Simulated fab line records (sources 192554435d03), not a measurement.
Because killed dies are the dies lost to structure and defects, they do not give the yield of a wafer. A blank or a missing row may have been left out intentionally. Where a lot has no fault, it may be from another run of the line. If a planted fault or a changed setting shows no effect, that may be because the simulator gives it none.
Lot-split experiment -- flow n5 finfet -- route with 1938 steps; 7 lots, 21 wafers read

THE SPLIT
At N5_FIN_SAQP_COAT_49 (time 60 s, resist thk 100 nm), the setting spin rpm was moved away from the recipe's 1500 rpm on 4 of the 21 wafers read, by -10.9% to +6.8%. All remaining wafers had this setting at the recipe value.

FROM THE SPLIT TO THE READING: what the file shows between them, 8 steps
- N5_FIN_SAQP_COAT_50: time 60 s, resist thk 35 nm
- N5_FIN_SAQP_COAT_10: resist thk 90 nm
- N5_FIN_SAQP_DESCUM_21: chemistry O2, time 7.9 s
- N5_FIN_SAQP_ETCH_51: etches SiARC in CF4, target depth 45.5 nm, time 75.8 s
- N5_FIN_SAQP_ETCH_52: etches SOC in N2/H2, target depth 100 nm, overetch 20 nm, time 150 s
- N5_FIN_SAQP_STRIP_53: strips in N2/H2
- N5_FIN_SAQP_HM_OPEN_73: chemistry CHF3/O2, target SiO2, stops on a-Si, target depth 12 nm, time 16.8 s
- N5_FIN_SAQP_STRIP_74: strips in CHF3/O2

THE READING
SOC_of_FIN_SAQP_COAT_49.thk nm (the simulator's own value, which no gauge read), in nm, at N5_FIN_SAQP_MANDREL_ETCH_22 (etches a-Si in HBr/Cl2, stops on SiNx, target depth 60 nm, bt time 10 s, time 30 s). No usual value for it is given in the file. Average 75.93 nm, standard deviation 0.48 nm, over the 17 wafers here run with the recipe.

wafer,"tool, chamber at the split","spin rpm as run, rpm",against the recipe,"SOC_of_FIN_SAQP_COAT_49.thk nm, nm",against lot-mates on the recipe
L076.2,"litho track-04, 0",1500,recipe,76.22,-
L076.4,"litho track-04, 0",1500,recipe,75.98,-
L076.5,"litho track-04, 0",1500,recipe,75.95,-
L078.2,"litho track-02, 0",1500,recipe,75.92,-
L078.3,"litho track-02, 0",1500,recipe,76.13,-
L078.4,"litho track-02, 0",1500,recipe,76.8,-
L079.4,"litho track-02, 0",1500,recipe,76.54,-
L079.5,"litho track-02, 0",1359,-9.4%,81.59,+4.95
L079.6,"litho track-02, 0",1500,recipe,76.73,-
L081.1,"litho track-05, 0",1500,recipe,75.66,-
L081.2,"litho track-05, 0",1431,-4.6%,78.74,+2.96
L081.6,"litho track-05, 0",1500,recipe,75.89,-
L083.3,"litho track-04, 0",1602,+6.8%,72.64,-2.70
L083.4,"litho track-04, 0",1500,recipe,75.38,-
L083.5,"litho track-04, 0",1500,recipe,75.31,-
L084.2,"litho track-05, 0",1500,recipe,76.36,-
L084.3,"litho track-05, 0",1500,recipe,75.82,-
L084.6,"litho track-05, 0",1500,recipe,75.14,-
L096.2,"litho track-04, 0",1336,-10.9%,82.24,+6.75
L096.4,"litho track-04, 0",1500,recipe,75.71,-
L096.5,"litho track-04, 0",1500,recipe,75.27,-

THE FIT
A straight line over all 21 wafers: SOC_of_FIN_SAQP_COAT_49.thk nm changes by -0.568 nm for each +1% of spin rpm; r = -0.97; the points scatter about the line by 0.48 nm.
The same after taking each lot's own level away (the mean of its wafers on the recipe; 21 wafers): -0.547 nm for each +1%; r = -0.98; scatter 0.4 nm.
The reading moves by 6 nm for the largest change in spin rpm, on that fit.
From 75.345 to 76.635 nm: that is the span of the lots' own levels, equal to 2.7 times the standard deviation above.
So the lot-to-lot level changes the slope little: the two slopes agree.
Check: +5.56 nm against its lot-mates is what the line predicts for one of the wafers moved furthest among these (-10.9%) when that wafer is left out of the fit. It came out at +6.75 nm against them.

THESE WAFERS: OTHER SPLITS
These wafers also went through other splits before the reading. Each is held against what the fit with the lots' levels taken away leaves over:
other split on the same wafers,wafers away from the commonest value,r with SOC_of_FIN_SAQP_COAT_49.thk nm (lot level and that fit taken away)
N5_ZERO_LAYER_EXPOSE_08 dose mj,4,+0.03
N5_WELL_APT_COAT_02 spin rpm,9,-0.20
N5_WELL_APT_EXPOSE_22 dose mj,8,-0.08
N5_WELL_APT_PEB_23 peb temp c,7,+0.00
N5_FIN_SAQP_HM_DEP_03 time s,5,+0.15

THE WHOLE CHAIN: every reading that the file lists as answering this split, in the file's order
step,what it does,reading,change (the file's fit),r (the file's)
N5_FIN_SAQP_COAT_49,"time 60 s, resist thk 100 nm","SOC_of_FIN_SAQP_COAT_49.thk nm (the simulator's own value, which no gauge read)",-0.535 nm for each +1% of the setting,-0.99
N5_FIN_SAQP_ETCH_52,"etches SOC in N2/H2, target depth 100 nm, overetch 20 nm, time 150 s","etch.depth nm (the simulator's own value, which no gauge read)",-0.535 nm for each +1% of the setting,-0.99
N5_FIN_SAQP_MANDREL_ETCH_22,"etches a-Si in HBr/Cl2, stops on SiNx, target depth 60 nm, bt time 10 s, time 30 s","SOC_of_FIN_SAQP_COAT_49.thk nm (the simulator's own value, which no gauge read)",-0.554 nm for each +1% of the setting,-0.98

THE FILE'S OWN FIT
SOC_of_FIN_SAQP_COAT_49.thk nm changes by -0.554 nm for each +1% of spin rpm, r = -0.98.
